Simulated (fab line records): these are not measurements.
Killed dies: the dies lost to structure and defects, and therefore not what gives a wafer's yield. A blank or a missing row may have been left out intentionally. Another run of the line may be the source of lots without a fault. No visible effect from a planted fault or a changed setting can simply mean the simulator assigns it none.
Matching of chambers | flow n5 finfet | 4 sister chambers for N5_BEOL_M11_DESCUM_16 on rie diel-01
The step chemistry O2, time 7.9 s. 16 wafers are shown with their chamber, then 8 later ones without.

EACH WAFER AND ITS CHAMBER
wafer  | chamber | showerhead plenum p Torr (Torr) | throttle valve pct (%) | oes product au (a.u.)
L083.2 | 2       | 1.98                            | 20.24                  | 0.72
L083.5 | 0       | 2.21                            | 20.58                  | 0.79
L083.6 | 1       | 2.19                            | 20.14                  | 0.77
L082.2 | 2       | 1.98                            | 20.25                  | 0.71
L082.3 | 1       | 2.19                            | 20.12                  | 0.77
L082.6 | 0       | 2.21                            | 20.59                  | 0.79
L081.1 | 0       | 2.21                            | 20.59                  | 0.78
L081.5 | 2       | 1.98                            | 20.26                  | 0.71
L081.6 | 3       | 2.15                            | 20.38                  | 0.70
L084.1 | 1       | 2.18                            | 20.13                  | 0.76
L084.3 | 2       | 1.98                            | 20.27                  | 0.71
L084.4 | 0       | 2.20                            | 20.61                  | 0.79
L090.1 | 0       | 2.20                            | 20.63                  | 0.76
L090.2 | 3       | 2.14                            | 20.42                  | 0.69
L090.5 | 1       | 2.18                            | 20.19                  | 0.74
L091.2 | 2       | 1.97                            | 20.30                  | 0.71

SIGNATURES (averages over the wafers above)
reading                  | chamber 0 | chamber 1 | chamber 2 | chamber 3 | scatter within a chamber
showerhead plenum p Torr | 2.2060    | 2.1850    | 1.9780    | 2.1450    | 0.0054
throttle valve pct       | 20.6000   | 20.1450   | 20.2640   | 20.4000   | 0.0249
oes product au           | 0.7820    | 0.7600    | 0.7120    | 0.6950    | 0.0108
Rule: for a wafer and a chamber, the distance is found by dividing, reading by reading, the gap between the wafer's reading and the chamber's mean by the reading's scatter, squaring, summing and taking the root. If the next closest chamber is less than 2 further off than the closest, the wafer can't be placed; otherwise it belongs to the closest. The scatter is the square root of a quotient: the sum, over the shown wafers, of each reading's squared deviation from its chamber's mean, divided by wafers minus chambers.

WAFERS WITHOUT THEIR CHAMBER
wafer  | showerhead plenum p Torr (Torr) | throttle valve pct (%) | oes product au (a.u.)
L091.3 | 2.20                            | 20.62                  | 0.77
L091.6 | 2.18                            | 20.18                  | 0.74
L092.2 | 1.97                            | 20.30                  | 0.70
L092.3 | 2.18                            | 20.19                  | 0.74
L092.4 | 2.20                            | 20.64                  | 0.77
L097.1 | 2.14                            | 20.01                  | 1.03
L097.3 | 2.17                            | 20.20                  | 0.73
L097.5 | 2.19                            | 20.64                  | 0.76

WHICH CHAMBER EACH WENT THROUGH
wafer  | from the rows above | in truth
L091.3 | 0                   | 0
L091.6 | 1                   | 1
L092.2 | 2                   | 2
L092.3 | 1                   | 1
L092.4 | 0                   | 0
L097.1 | 1                   | 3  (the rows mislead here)
L097.3 | 1                   | 1
L097.5 | 0                   | 0
Placed correctly: 7 of 8. Not placeable from these rows: 0. 1 placed wrongly.
